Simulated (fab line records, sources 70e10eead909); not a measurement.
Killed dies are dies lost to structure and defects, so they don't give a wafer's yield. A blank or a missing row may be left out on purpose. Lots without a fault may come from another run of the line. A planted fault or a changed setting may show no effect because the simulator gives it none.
fab line records | flow nand_harc
record lots=24 wafers=72 last_day=24
route steps=1159 shown A_STAIRCASE@693 A_SGD_CUT@762 A_SLIT@790 A_WL_FILL@810
lots that met no fault: from a run of the same line without faults
start_h: hours from the record's first day to the start of the lot's first wafer shown | wait_h: hours since the lot's step before | " the same as in the row above | L1.1+2: a row that stands for several wafers | - no value, or no start given | * or withheld: withheld | < > ~ a bound
route shown NAME@n: a module of which the file shows steps, and the number in the route of the first | usual: mean/standard deviation of fault-free wafers | same: alike in all rows | chamber/n: place in a boat | sites: the reading at each site | _std_site: their standard deviation | _edge_site: outer sites' mean less inner sites' | radius_mm: how far each site lies from the wafer's centre | mask NAME#n: copy n | behind: the tool/chamber that last shaped the wafer | hold: why the lot was held/for how many hours/how that ended | device: the transistor (n, p or np) that didn't switch | end of line: the same wafers' tests at the end of the route | a step without rows: its recipe alone | killed: dies lost to structure and defects at the first sort, not the wafer's yield | map: a wafer's dies, x killed, . not, _ none there
set.NAME: the setting as run; set.NAME@STEP: as run at that earlier step | model.NAME: the simulator's own value behind a step, which no gauge read
steps of the route over a sample of lots; a table a step, a row a wafer
services: from which hour (start_h, from the record's first day; less than 0 if before it) a tool's chamber was out of use, for how many hours, and why
## steps
# step NHARC_A_STAIRCASE_STRIP_316
# recipe o2_flow_sccm=500 ar_flow_sccm=0 bias_w=0 chemistry=O2
# usual drypump_motor_current_A=5.5/0.47 oes_product_au=0.998/0.01 rf_vpp_V=57.9/0.93 showerhead_plenum_p_Torr=3.60/0.15 throttle_valve_pct=17.036/0.0096
# same bias_w=0
# columns lot.wafer tool chamber start_h wait_h drypump_motor_current_A oes_product_au rf_hours_counter_h rf_vpp_V showerhead_plenum_p_Torr throttle_valve_pct
L075.2 rie_diel-06 1 - - 5.0 1.016 11 56.8 3.43 17.030
L075.3 " 3 " " 6.1 1.005 6 58.6 3.35 17.039
L075.5 " 2 " " 5.6 1.008 - 57.9 3.80 17.033
L076.2 rie_diel-03 3 276.07 - 5.5 0.992 19 57.9 3.80 17.040
L076.3 " 0 " " 5.5 0.996 21 57.5 3.48 17.027
L076.6 " 3 " " 5.5 0.981 - 57.7 3.80 17.036
L077.3 rie_diel-03 1 - - 6.3 1.027 23 57.1 3.61 17.029
L077.2 " 2 " " 4.7 0.995 22 58.0 3.65 17.050
L077.5 " 0 " " 5.5 0.994 - 57.4 3.48 17.051
L074.4 rie_diel-03 1 - - 6.3 1.016 24 56.8 3.61 17.044
L074.2 " 3 " " 5.5 0.998 21 61.2 3.80 17.018
L074.6 " 0 " " 5.5 0.986 - 56.9 3.48 17.042
L078.2 rie_diel-06 2 - - 5.5 1.008 15 58.2 3.80 17.048
L078.3 " 1 " " 5.0 1.005 17 57.5 3.43 17.031
L078.5 " 2 " " 5.6 1.003 - 57.6 3.80 17.026
L079.3 rie_diel-03 2 - - 4.7 0.997 27 58.0 3.64 17.030
L079.4 " 3 " " 5.5 0.993 26 56.5 3.79 17.042
L079.5 " 1 " " 6.3 1.003 - 57.7 3.61 17.026
L080.2 rie_diel-13 3 - - 5.8 1.010 2 58.5 3.81 17.037
L080.5 " 0 " " 5.3 1.001 - 58.7 3.64 17.035
L080.6 " 3 " " 5.8 1.003 - 59.0 3.81 17.036
L081.4 rie_diel-13 3 - - 5.8 1.004 4 59.5 3.81 17.033
L081.2 " 2 " " 5.5 1.002 2 59.0 3.31 17.038
L081.6 " 3 " " 5.8 1.001 - 58.9 3.81 17.019
L082.2 rie_diel-06 3 - - 6.1 0.990 15 57.7 3.35 17.026
L082.3 " 0 " " 5.7 0.984 22 56.5 3.35 17.020
L082.6 " 2 " " 5.6 1.005 - 58.6 3.80 17.043
L083.3 rie_diel-03 1 - - 6.3 1.008 36 57.4 3.60 17.037
L083.1 " 3 " " 5.5 0.985 34 58.5 3.79 17.014
L083.2 " 0 " " 5.5 0.983 36 56.9 3.47 17.032
L085.2 rie_diel-03 3 - - 5.5 0.985 36 56.7 3.79 17.026
L085.4 " 0 " " 5.5 0.987 38 57.6 3.47 17.033
L085.3 " 1 " " 6.3 1.014 39 57.0 3.60 17.031
L084.4 rie_diel-13 1 - - 5.4 0.991 12 57.5 3.56 17.038
L084.3 " 2 " " 5.5 0.989 9 56.7 3.30 17.022
L084.5 " 0 " " 5.4 1.004 - 56.3 3.63 17.046
L086.3 rie_diel-03 3 - - 5.5 0.989 39 60.2 3.79 17.038
L086.4 " 1 " " 6.3 1.021 43 56.8 3.60 17.036
L086.1 " 2 " " 4.7 0.988 41 58.3 3.64 17.030
L087.1 rie_diel-13 3 - - 5.8 0.995 18 58.7 3.80 17.043
L087.3 " 1 " " 5.4 0.995 16 57.8 3.56 17.041
L087.6 " 0 " " 5.4 0.990 - 57.4 3.63 17.029
L088.2 rie_diel-03 3 - - 5.5 0.995 41 60.8 3.78 17.047
L088.6 " 2 " " 4.7 0.994 - 58.3 3.64 17.027
L088.5 " 3 " " 5.5 0.989 - 58.2 3.78 17.029
L089.1 rie_diel-06 3 - - 6.1 0.997 40 57.9 3.34 17.016
L089.2 " 0 " " 5.7 0.986 43 58.8 3.34 17.040
L089.6 " 3 " " 6.1 1.001 - 58.5 3.34 17.041
L090.2 rie_diel-03 2 - - 4.7 0.994 50 57.4 3.63 17.033
L090.6 " 0 " " 5.5 0.985 - 58.7 3.46 17.064
L090.5 " 1 " " 6.3 1.009 - 58.1 3.59 17.030
L092.3 rie_diel-03 1 - - 6.3 1.008 55 58.9 3.59 17.044
L092.2 " 0 " " 5.5 0.988 51 59.2 3.46 17.028
L092.6 " 2 " " 4.7 0.987 - 58.0 3.63 17.031
L091.2 rie_diel-06 0 - - 5.7 0.985 48 55.5 3.34 17.046
L091.3 " 1 " " 5.0 1.005 46 57.8 3.42 17.043
L091.6 " 3 " " 6.1 0.993 - 58.8 3.33 17.029
L093.2 rie_diel-13 0 - - 5.3 0.988 27 58.2 3.62 17.037
L093.3 " 2 " " 5.5 0.994 25 58.1 3.29 17.048
L093.5 " 0 " " 5.4 0.992 - 59.3 3.62 17.028
L094.3 rie_diel-03 2 - - 4.7 1.001 55 57.8 3.63 17.031
L094.4 " 2 " " 4.7 0.992 - 57.2 3.63 17.026
L094.5 " 3 " " 5.5 0.984 - 58.5 3.78 17.039
L096.3 rie_diel-13 3 - - 5.8 1.012 35 58.2 3.79 17.031
L096.6 " 3 " " 5.8 1.011 - 58.2 3.79 17.024
L096.5 " 0 " " 5.4 1.003 - 58.0 3.62 17.039
L095.4 rie_diel-03 1 - - 6.3 0.999 61 59.2 3.59 17.038
L095.2 " 3 " " 5.5 0.979 58 57.1 3.77 17.045
L095.1 " 0 " " 5.5 0.978 59 59.2 3.46 17.036
L097.2 rie_diel-03 2 - - 4.7 1.015 1 56.6 3.63 17.023
L097.5 " 1 " " 6.3 1.005 - 57.1 3.59 17.050
L097.6 " 2 " " 4.7 1.003 - 57.5 3.63 17.037
# step NHARC_A_STAIRCASE_ETCHBACK_416
# recipe target_depth_a=360 time_s=7.2 c4f8_flow_sccm=withheld o2_flow_sccm=8 ar_flow_sccm=withheld rf_w=600 bias_w=800 chemistry=C4F8/O2/Ar
# usual bias_w=799.6/2.4 oes_product_au=0.94/0.033 rf_vpp_V=724/4.9
# columns lot.wafer tool chamber start_h wait_h bias_w oes_product_au rf_hours_counter_h rf_vpp_V
L075.3 rie_diel-13 2 - - 801.0 1.01 60 717
L075.2 " 0 " " 806.2 1.00 62 726
L075.5 " 2 " " 802.8 1.00 - 718
L076.2 rie_diel-06 2 - - 796.7 1.01 13 731
L076.3 " 0 " " 797.5 0.97 15 719
L076.6 " 2 " " 800.0 0.99 - 729
L077.2 rie_diel-03 3 - - 803.5 0.91 22 731
L077.3 " 1 " " 799.1 0.93 24 726
L077.5 " 0 " " 799.0 0.90 - 723
L074.4 rie_diel-03 1 284.72 2.6 801.7 0.93 26 727
L074.2 " 2 " " 801.5 0.91 25 727
L074.6 " 2 " " 796.2 0.92 - 726
L078.2 rie_diel-13 1 - - 799.8 1.00 1 725
L078.3 " 2 " " 801.1 1.00 2 718
L078.5 " 3 " " 795.3 1.01 - 731
L079.3 rie_diel-13 0 - - 800.1 0.99 2 728
L079.5 " 3 " " 801.3 1.00 - 731
L079.4 " 0 " " 799.1 0.99 - 727
L080.2 rie_diel-13 0 - - 801.5 0.93 2 727
L080.5 " 0 " " 803.2 0.92 - 727
L080.6 " 3 " " 802.6 0.94 - 731
L082.2 rie_diel-06 2 - - 798.0 0.93 18 731
L082.3 " 3 " " 797.4 0.92 15 718
L082.6 " 1 " " 799.8 0.93 - 720
L081.2 rie_diel-03 1 - - 804.3 0.93 31 726
L081.4 " 2 " " 799.9 0.92 30 726
L081.6 " 0 " " 798.8 0.91 - 722
L083.3 rie_diel-13 3 - - 797.0 0.92 11 732
L083.2 " 0 " " 799.2 0.92 9 727
L083.1 " 1 " " 802.9 0.93 10 725
L085.3 rie_diel-06 0 - - 803.0 0.92 30 717
L085.2 " 2 " " 798.9 0.94 28 731
L085.4 " 3 " " 800.0 0.93 25 718
L084.3 rie_diel-13 1 - - 795.3 0.93 13 723
L084.4 " 2 " " 802.8 0.93 10 717
L084.5 " 0 " " 796.3 0.94 - 727
L086.1 rie_diel-06 3 - - 804.4 0.91 32 717
L086.3 " 0 " " 799.0 0.91 36 718
L086.4 " 1 " " 799.5 0.93 33 721
L087.1 rie_diel-06 0 - - 801.4 0.93 37 718
L087.3 " 1 " " 796.2 0.94 34 720
L087.6 " 3 " " 796.7 0.92 - 720
L088.2 rie_diel-03 0 - - 800.7 0.91 44 722
L088.5 " 1 " " 802.8 0.93 - 726
L088.6 " 2 " " 802.9 0.92 - 726
L089.2 rie_diel-13 1 - - 799.5 1.01 21 724
L089.1 " 2 " " 801.2 1.01 19 717
L089.6 " 2 " " 802.6 1.00 - 715
L090.2 rie_diel-06 3 - - 800.1 0.92 41 718
L090.5 " 1 " " 795.3 0.93 - 718
L090.6 " 2 " " 799.3 0.92 - 730
L092.3 rie_diel-13 3 - - 798.0 0.93 28 731
L092.2 " 2 " " 800.4 0.93 24 718
L092.6 " 0 " " 797.8 0.92 - 725
L091.3 rie_diel-03 2 - - 796.2 1.00 55 726
L091.2 " 0 " " 799.4 0.99 52 722
L091.6 " 2 " " 800.6 1.00 - 726
L093.2 rie_diel-06 0 - - 798.8 0.93 50 717
L093.3 " 1 " " 795.6 0.93 47 722
L093.5 " 1 " " 794.1 0.94 - 720
L094.4 rie_diel-13 1 - - 802.5 0.93 30 724
L094.3 " 0 " " 802.0 0.91 31 727
L094.5 " 1 " " 801.9 0.93 - 724
L096.3 rie_diel-13 1 - - 802.6 0.93 33 725
L096.6 " 3 " " 796.2 0.93 - 730
L096.5 " 0 " " 802.4 0.91 - 724
L095.4 rie_diel-13 1 - - 795.7 0.94 33 723
L095.2 " 2 " " 798.3 0.92 30 715
L095.1 " 3 " " 798.7 0.93 35 731
L097.2 rie_diel-03 1 - - 798.4 0.94 2 726
L097.6 " 1 " " 799.5 0.93 - 725
L097.5 " 2 " " 801.2 0.93 - 727
# step NHARC_A_SGD_CUT_ETCH_58
# recipe target_depth_a=390 over_etch_frac=0.3 time_s=65 ion_energy_ev=80 cf4_flow_sccm=150 ar_flow_sccm=0 rf_w=300 bias_w=100 chemistry=CF4
# usual bias_w=99.99/0.3 drypump_motor_current_A=5.8/0.48 oes_product_au=0.999/0.0096 rf_vpp_V=150.9/1.2 showerhead_plenum_p_Torr=1.73/0.067 throttle_valve_pct=13.283/0.0099
# columns lot.wafer tool chamber start_h wait_h bias_w drypump_motor_current_A oes_product_au rf_hours_counter_h rf_vpp_V showerhead_plenum_p_Torr throttle_valve_pct
L075.2 rie_diel-08 0 317.91 0.1 100.06 5.8 0.986 1 152.2 1.82 13.274
L075.3 " 1 " " 100.75 6.8 1.000 1 151.4 1.72 13.280
L075.5 " 0 " " 100.07 5.8 1.005 - 151.7 1.82 13.275
L077.3 rie_diel-12 0 318.08 0.1 100.38 5.5 1.014 8 151.1 1.70 13.274
L077.2 " 2 " " 100.05 5.3 0.995 7 149.3 1.67 13.287
L077.5 " 3 " " 99.93 5.0 1.009 - 151.2 1.75 13.279
L076.3 rie_diel-04 1 318.29 0.1 99.88 5.1 1.003 2 150.7 1.73 13.272
L076.2 " 3 " " 99.70 6.4 1.016 3 151.7 1.66 13.288
L076.6 " 0 " " 99.77 5.9 0.999 - 152.4 1.86 13.279
L078.2 rie_diel-08 2 330.65 0.1 100.05 6.0 1.001 2 151.2 1.79 13.300
L078.3 " 3 " " 99.70 5.9 1.015 2 149.5 1.69 13.299
L078.5 " 2 " " 100.23 6.0 0.993 - 152.2 1.79 13.287
L074.4 rie_diel-04 3 331.38 0.1 100.15 6.4 0.995 4 149.2 1.66 13.282
L074.2 " 0 " " 99.85 5.9 0.994 4 152.4 1.86 13.261
L074.6 " 0 " " 99.69 5.9 0.992 - 153.7 1.86 13.281
L080.2 rie_diel-12 0 337.70 0.1 99.22 5.5 1.017 9 150.4 1.70 13.275
L080.6 " 0 " " 99.50 5.5 1.016 - 150.0 1.70 13.283
L080.5 " 1 " " 100.01 5.8 0.999 - 150.3 1.74 13.287
L079.4 rie_diel-08 3 337.87 0.1 99.40 5.9 1.005 3 150.0 1.69 13.293
L079.3 " 2 " " 100.12 6.0 0.983 3 152.1 1.79 13.297
L079.5 " 0 " " 99.93 5.8 1.007 - 152.8 1.82 13.290
L081.4 rie_diel-12 3 348.42 0.1 99.99 5.0 0.994 10 151.1 1.75 13.269
L081.2 " 0 " " 100.06 5.5 1.006 10 151.5 1.70 13.282
L081.6 " 2 " " 99.91 5.3 0.972 - 149.3 1.67 13.277
L082.2 rie_diel-04 0 348.58 0.1 100.00 5.9 0.994 5 153.0 1.86 13.290
L082.3 " 2 " " 99.73 5.7 1.009 5 150.1 1.66 13.277
L082.6 " 1 " " 100.06 5.1 1.001 - 151.2 1.72 13.291
L083.2 rie_diel-12 1 363.87 0.1 99.71 5.8 0.983 10 151.2 1.74 13.278
L083.3 " 2 " " 99.76 5.3 0.980 10 150.2 1.67 13.278
L083.1 " 3 " " 99.98 5.0 0.977 11 150.3 1.75 13.281
L084.4 rie_diel-04 2 369.15 0.1 100.00 5.7 1.007 8 150.3 1.66 13.282
L084.3 " 0 " " 100.15 5.9 0.998 8 152.2 1.86 13.273
L084.5 " 3 " " 99.88 6.3 0.997 - 149.3 1.66 13.296
L085.2 rie_diel-08 3 369.31 0.1 99.91 5.9 0.995 6 150.0 1.69 13.286
L085.4 " 1 " " 99.68 6.8 0.999 6 151.1 1.71 13.289
L085.3 " 2 " " 100.04 6.0 0.998 6 151.2 1.79 13.278
L088.2 rie_diel-04 1 380.80 0.1 99.72 5.1 0.984 10 151.7 1.72 13.269
L088.6 " 2 " " 99.55 5.7 1.001 - 150.4 1.66 13.290
L088.5 " 3 " " 100.40 6.4 0.997 - 150.0 1.66 13.285
L087.3 rie_diel-08 1 381.11 0.1 99.93 6.8 0.997 7 151.4 1.71 13.271
L087.1 " 2 " " 100.35 6.0 1.000 7 152.7 1.79 13.287
L087.6 " 0 " " 99.63 5.9 0.994 - 151.8 1.82 13.293
L086.3 rie_diel-08 0 381.14 0.1 100.19 5.7 1.000 7 153.0 1.82 13.285
L086.4 " 2 " " 99.94 6.0 0.986 7 154.4 1.79 13.304
L086.1 " 3 " " 99.98 5.9 1.006 7 150.4 1.69 13.271
L090.2 rie_diel-04 1 403.67 0.1 100.18 5.1 0.990 14 149.2 1.72 13.286
L090.6 " 1 " " 100.47 5.1 1.000 - 151.8 1.72 13.286
L090.5 " 2 " " 100.03 5.7 1.009 - 149.7 1.66 13.284
L089.2 rie_diel-08 0 404.36 0.1 100.11 5.8 1.001 8 151.6 1.82 13.281
L089.1 " 2 " " 100.71 5.9 0.996 9 150.7 1.79 13.293
L089.6 " 0 " " 100.04 5.9 0.998 - 151.1 1.82 13.277
L091.2 rie_diel-04 3 415.48 0.1 100.34 6.3 1.009 15 149.5 1.66 13.288
L091.3 " 2 " " 99.78 5.7 1.012 15 152.0 1.66 13.290
L091.6 " 0 " " 99.58 5.9 1.001 - 152.5 1.86 13.274
L094.3 rie_diel-08 1 415.77 0.1 99.82 6.7 0.989 10 149.4 1.71 13.281
L094.4 " 2 " " 99.61 6.0 0.992 - 152.1 1.79 13.292
L094.5 " 3 " " 100.02 5.9 0.993 - 149.8 1.69 13.287
L092.3 rie_diel-04 2 416.15 0.1 100.24 5.7 1.002 15 149.1 1.66 13.275
L092.2 " 3 " " 100.45 6.4 1.000 15 149.8 1.66 13.276
L092.6 " 3 " " 100.34 6.3 0.999 - 149.8 1.66 13.299
L093.2 rie_diel-12 2 417.07 0.1 100.19 5.3 0.982 2 151.0 1.67 13.290
L093.3 " 3 " " 100.85 5.0 0.999 3 150.4 1.75 13.295
L093.5 " 3 " " 100.26 5.0 0.996 - 152.7 1.75 13.271
L096.3 rie_diel-08 3 436.34 0.1 100.51 5.9 1.009 12 149.4 1.69 13.270
L096.5 " 3 " " 99.61 5.9 1.003 - 149.7 1.69 13.279
L096.6 " 0 " " 100.41 5.8 0.994 - 151.4 1.81 13.288
L095.2 rie_diel-04 0 436.67 0.1 100.50 5.9 0.999 18 152.3 1.86 13.280
L095.1 " 2 " " 99.77 5.7 0.999 18 149.3 1.65 13.264
L095.4 " 3 " " 100.19 6.4 0.992 17 150.0 1.66 13.278
L097.2 rie_diel-04 0 451.70 0.1 99.87 5.9 1.012 20 152.0 1.86 13.278
L097.6 " 2 " " 99.94 5.7 1.011 - 148.7 1.65 13.290
L097.5 " 3 " " 99.87 6.4 1.019 - 150.3 1.66 13.281
# step NHARC_A_SLIT_CD_MEAS_09
# recipe target_cd_nm=300 landing_energy_ev=500
# usual cd_nm=299.7/0.44
# columns lot.wafer tool chamber start_h wait_h cd_nm
L075.2 cd_sem-02 0 331.74 - 299.9
L075.3 " 0 " " 299.9
L075.5 " 0 " " 299.9
L077.2 cd_sem-01 0 331.89 - 299.8
L077.3 " 0 " " 300.6
L077.5 " 0 " " 299.6
L076.2 cd_sem-01 0 332.06 - 299.3
L076.3 " 0 " " 300.2
L076.6 " 0 " " 299.5
L074.2 cd_sem-02 0 343.24 - 299.7
L074.4 " 0 " " 300.0
L074.6 " 0 " " 299.0
L078.2 cd_sem-02 0 343.85 - 300.2
L078.3 " 0 " " 299.7
L078.5 " 0 " " 299.7
L080.2 cd_sem-03 0 347.51 - 299.7
L080.5 " 0 " " 299.5
L080.6 " 0 " " 299.7
L079.3 cd_sem-01 0 348.17 - 299.7
L079.4 " 0 " " 300.1
L079.5 " 0 " " 299.3
L082.2 cd_sem-03 0 362.65 - 300.0
L082.3 " 0 " " 300.4
L082.6 " 0 " " 299.9
L081.2 cd_sem-03 0 363.33 - 300.3
L081.4 " 0 " " 299.2
L081.6 " 0 " " 300.7
L083.1 cd_sem-01 0 373.51 - 299.1
L083.2 " 0 " " 299.9
L083.3 " 0 " " 300.3
L085.2 cd_sem-01 0 379.08 - 299.6
L085.3 " 0 " " 300.5
L085.4 " 0 " " 299.8
L084.3 cd_sem-01 0 381.13 - 299.8
L084.4 " 0 " " 300.0
L084.5 " 0 " " 299.6
L087.1 cd_sem-01 0 391.41 - 299.9
L087.3 " 0 " " 299.3
L087.6 " 0 " " 299.6
L088.2 cd_sem-01 0 391.61 - 299.7
L088.5 " 0 " " 299.4
L088.6 " 0 " " 299.6
L086.1 cd_sem-03 0 392.63 - 299.4
L086.3 " 0 " " 299.5
L086.4 " 0 " " 299.1
L090.2 cd_sem-03 0 417.02 - 299.6
L090.5 " 0 " " 299.1
L090.6 " 0 " " 299.4
L089.1 cd_sem-02 0 418.98 - 299.3
L089.2 " 0 " " 299.5
L089.6 " 0 " " 300.1
L094.3 cd_sem-02 0 426.06 - 299.2
L094.4 " 0 " " 299.3
L094.5 " 0 " " 299.5
L091.2 cd_sem-02 0 428.07 - 299.1
L091.3 " 0 " " 299.3
L091.6 " 0 " " 299.6
L093.2 cd_sem-02 0 428.24 - 299.5
L093.3 " 0 " " 300.0
L093.5 " 0 " " 300.7
L092.2 cd_sem-02 0 428.68 - 299.8
L092.3 " 0 " " 299.4
L092.6 " 0 " " 299.9
L096.3 cd_sem-03 0 446.48 - 299.7
L096.5 " 0 " " 300.6
L096.6 " 0 " " 299.8
L095.1 cd_sem-01 0 446.63 - 300.5
L095.2 " 0 " " 300.1
L095.4 " 0 " " 299.3
L097.2 cd_sem-01 0 461.06 - 299.4
L097.5 " 0 " " 300.1
L097.6 " 0 " " 299.2
# step NHARC_A_WL_FILL_RTA_01
# recipe temp_c=1000 time_s=5
# usual lamp_power_pct=28.4/0.86 wafer_temp_C_max=1004.4/0.97
# columns lot.wafer tool chamber start_h wait_h lamp_power_pct wafer_temp_C_max
L076.2 rtp_anneal-02 0 343.48 - 29.4 1005.1
L076.3 " 0 " " 29.3 1003.8
L076.6 " 0 " " 29.3 1003.3
L077.2 rtp_anneal-02 0 343.65 - 29.3 1004.5
L077.3 " 0 " " 29.3 1003.7
L077.5 " 0 " " 29.3 1003.5
L075.2 rtp_anneal-01 0 343.95 - 27.6 1004.1
L075.3 " 0 " " 27.6 1005.1
L075.5 " 0 " " 27.6 1005.0
L078.2 rtp_anneal-02 0 358.43 - 29.3 1002.8
L078.3 " 0 " " 29.3 1004.6
L078.5 " 0 " " 29.3 1003.4
L080.2 rtp_anneal-02 0 358.61 - 29.3 1003.0
L080.5 " 0 " " 29.3 1004.2
L080.6 " 0 " " 29.3 1004.2
L074.2 rtp_anneal-01 0 358.76 - 27.6 1004.0
L074.4 " 0 " " 27.6 1004.5
L074.6 " 0 " " 27.6 1004.6
L079.3 rtp_anneal-01 0 361.67 - 27.6 1004.5
L079.4 " 0 " " 27.6 1004.8
L079.5 " 0 " " 27.6 1005.1
L082.2 rtp_anneal-02 0 374.64 - 29.3 1006.1
L082.3 " 0 " " 29.3 1004.2
L082.6 " 0 " " 29.3 1005.2
L081.2 rtp_anneal-01 0 374.79 - 27.6 1003.9
L081.4 " 0 " " 27.6 1005.2
L081.6 " 0 " " 27.6 1002.8
L083.1 rtp_anneal-02 0 385.36 - 29.3 1004.9
L083.2 " 0 " " 29.3 1004.3
L083.3 " 0 " " 29.4 1005.0
L085.2 rtp_anneal-02 0 390.94 - 29.3 1003.3
L085.3 " 0 " " 29.2 1004.0
L085.4 " 0 " " 29.3 1003.5
L084.3 rtp_anneal-01 0 395.70 - 27.6 1003.6
L084.4 " 0 " " 27.6 1003.6
L084.5 " 0 " " 27.6 1004.9
L087.1 rtp_anneal-01 0 403.91 - 27.6 1004.0
L087.3 " 0 " " 27.6 1004.9
L087.6 " 0 " " 27.6 1005.5
L088.2 rtp_anneal-02 0 403.98 - 29.3 1003.6
L088.5 " 0 " " 29.3 1005.8
L088.6 " 0 " " 29.4 1003.4
L086.1 rtp_anneal-01 0 404.08 - 27.7 1005.3
L086.3 " 0 " " 27.6 1004.2
L086.4 " 0 " " 27.6 1003.8
L090.2 rtp_anneal-01 0 428.71 - 27.6 1006.2
L090.5 " 0 " " 27.6 1005.4
L090.6 " 0 " " 27.6 1003.5
L089.1 rtp_anneal-02 0 428.74 - 29.3 1003.6
L089.2 " 0 " " 29.3 1003.4
L089.6 " 0 " " 29.3 1003.8
L091.2 rtp_anneal-02 0 437.87 - 29.3 1002.6
L091.3 " 0 " " 29.3 1004.3
L091.6 " 0 " " 29.3 1004.1
L094.3 rtp_anneal-01 0 437.90 - 27.6 1004.0
L094.4 " 0 " " 27.6 1003.5
L094.5 " 0 " " 27.5 1004.4
L092.2 rtp_anneal-01 0 442.03 - 27.6 1005.1
L092.3 " 0 " " 27.6 1005.4
L092.6 " 0 " " 27.7 1007.9
L093.2 rtp_anneal-02 0 442.20 - 29.3 1004.1
L093.3 " 0 " " 29.3 1003.8
L093.5 " 0 " " 29.3 1003.3
L095.1 rtp_anneal-01 0 458.48 - 27.6 1003.8
L095.2 " 0 " " 27.6 1004.9
L095.4 " 0 " " 27.6 1004.9
L096.3 rtp_anneal-02 0 458.54 - 29.3 1004.4
L096.5 " 0 " " 29.3 1005.0
L096.6 " 0 " " 29.3 1003.1
L097.2 rtp_anneal-01 0 473.14 - 27.6 1005.6
L097.5 " 0 " " 27.6 1006.5
L097.6 " 0 " " 27.6 1004.4
# step NHARC_A_WL_FILL_ETCHBACK_05
# recipe target_depth_a=220 time_s=60 temp_c=40 chemistry=Cl2/BCl3
# usual drypump_motor_current_A=5.87/0.26 oes_product_au=1.000/0.01 temp_c=40.02/0.11
# columns lot.wafer tool chamber start_h wait_h drypump_motor_current_A oes_product_au rf_hours_counter_h temp_c
L076.2 rie_metal-02 0 349.11 0.2 5.88 1.002 3.4 39.95
L076.3 " 1 " " 6.28 1.003 - 40.04
L076.6 " 0 " " 5.86 1.002 - 39.95
L077.2 rie_metal-01 1 349.17 0.2 5.72 0.989 0.4 40.39
L077.3 " 0 " " 5.53 1.000 - 40.10
L077.5 " 1 " " 5.73 0.991 - 40.12
L075.2 rie_metal-03 1 352.03 0.2 5.78 1.000 1.8 40.07
L075.3 " 0 " " 6.13 1.014 - 40.00
L075.5 " 1 " " 5.78 0.998 - 40.08
L078.2 rie_metal-01 1 362.68 0.2 5.73 0.980 0.8 39.90
L078.3 " 0 " " 5.51 0.973 - 39.91
L078.5 " 0 " " 5.52 0.987 - 40.12
L080.2 rie_metal-02 1 363.55 0.3 6.28 0.992 - 40.08
L080.5 " 1 " " 6.31 0.993 - 39.84
L080.6 " 1 " " 6.28 0.996 - 39.99
L074.2 rie_metal-03 1 365.50 0.2 5.74 0.985 2.1 40.15
L074.4 " 0 " " 6.13 1.007 - 39.92
L074.6 " 1 " " 5.73 0.988 - 40.21
L079.3 rie_metal-01 1 367.06 0.1 5.74 0.990 - 39.88
L079.4 " 0 " " 5.53 1.003 - 40.00
L079.5 " 0 " " 5.53 1.001 - 40.21
L082.2 rie_metal-03 0 378.82 0.2 6.15 1.011 2.6 39.99
L082.3 " 0 " " 6.13 1.004 - 39.93
L082.6 " 1 " " 5.77 0.986 - 40.10
L081.2 rie_metal-01 1 379.05 0.2 5.73 1.005 1.6 40.03
L081.4 " 0 " " 5.53 0.993 - 40.04
L081.6 " 1 " " 5.72 1.002 - 40.23
L083.2 rie_metal-03 1 395.79 0.2 5.76 1.008 3.4 39.90
L083.1 " 0 " " 6.11 1.018 3.4 40.05
L083.3 " 0 " " 6.13 1.008 - 39.92
L085.2 rie_metal-03 0 399.76 0.2 6.12 1.013 3.6 40.09
L085.4 " 0 " " 6.13 1.019 - 40.10
L085.3 " 1 " " 5.76 0.988 - 39.99
L084.3 rie_metal-03 1 405.47 0.2 5.74 0.985 - 39.91
L084.4 " 0 " " 6.12 1.006 - 40.00
L084.5 " 0 " " 6.12 1.013 - 40.02
L087.1 rie_metal-03 0 408.88 0.2 6.14 0.998 4.1 40.09
L087.3 " 0 " " 6.14 1.001 - 40.17
L087.6 " 0 " " 6.12 1.005 - 40.02
L088.2 rie_metal-02 0 409.22 0.2 5.88 1.008 0.6 39.91
L088.6 " 0 " " 5.87 1.007 - 40.18
L088.5 " 1 " " 6.24 1.011 - 40.09
L086.1 rie_metal-01 1 411.67 0.2 5.68 0.999 3.1 40.03
L086.3 " 1 " " 5.71 0.994 - 39.98
L086.4 " 0 " " 5.52 0.989 - 40.04
L090.2 rie_metal-03 1 436.15 0.2 5.75 0.983 4.4 39.88
L090.5 " 0 " " 6.15 1.022 - 39.99
L090.6 " 1 " " 5.74 0.989 - 39.92
L089.2 rie_metal-01 1 437.01 0.2 5.70 1.003 3.4 39.92
L089.1 " 0 " " 5.53 0.990 3.4 40.17
L089.6 " 0 " " 5.53 0.990 - 40.04
L094.3 rie_metal-01 1 442.11 0.2 5.69 0.986 - 40.04
L094.4 " 0 " " 5.53 0.982 - 40.08
L094.5 " 1 " " 5.68 1.000 - 39.92
L091.2 rie_metal-02 0 443.24 0.2 5.87 1.016 1.2 39.91
L091.3 " 1 " " 6.27 1.018 - 40.26
L091.6 " 1 " " 6.28 1.012 - 39.93
L092.2 rie_metal-01 1 446.28 0.2 5.72 0.998 3.9 39.93
L092.3 " 1 " " 5.77 0.997 - 40.05
L092.6 " 1 " " 5.76 1.003 - 40.00
L093.2 rie_metal-02 1 446.39 0.2 6.24 0.997 1.4 39.92
L093.3 " 0 " " 5.87 1.014 - 40.02
L093.5 " 1 " " 6.25 1.009 - 39.92
L095.1 rie_metal-02 1 467.64 0.2 6.27 1.004 2.0 39.95
L095.2 " 0 " " 5.87 1.011 2.0 40.05
L095.4 " 0 " " 5.88 1.006 - 39.97
L096.3 rie_metal-01 1 470.53 0.1 5.73 0.986 - 40.09
L096.5 " 0 " " 5.53 0.985 - 40.17
L096.6 " 1 " " 5.73 0.993 - 40.10
L097.2 rie_metal-02 1 481.48 0.2 6.25 1.006 2.5 39.90
L097.5 " 0 " " 5.87 1.010 - 40.05
L097.6 " 1 " " 6.27 1.005 - 39.98
## services
# columns tool chamber start_h hours kind
rie_diel-06 2 249.59 1.5 repair
rie_diel-08 0 256.90 5.9 repair
rie_metal-01 - 258.81 1.6 repair
rie_diel-06 3 263.77 7.5 repair
rie_diel-08 0 268.76 5.8 repair
rie_diel-13 - 270.66 0.1 repair
rie_diel-06 2 288.44 2.8 repair
rie_diel-13 2 288.70 9.7 repair
rie_diel-04 - 288.98 9.0 pm
rtp_anneal-02 - 300.28 12.0 pm
rie_diel-13 2 316.71 5.8 repair
rie_diel-13 - 339.31 0.8 repair
rie_diel-04 - 366.02 0.3 repair
rie_diel-03 1 370.70 3.7 repair
rie_diel-03 2 373.90 5.3 repair
rie_diel-03 - 392.98 9.0 pm
rie_diel-06 - 418.51 9.0 pm
rie_diel-04 3 418.59 6.9 repair
rie_diel-06 0 431.42 6.5 repair
rie_diel-04 0 436.96 6.9 repair
rie_diel-13 - 453.05 9.0 pm
rie_diel-06 2 464.73 36.3 repair
rie_diel-04 - 465.98 9.0 pm
rie_diel-13 3 476.71 3.8 repair
## key
fault none
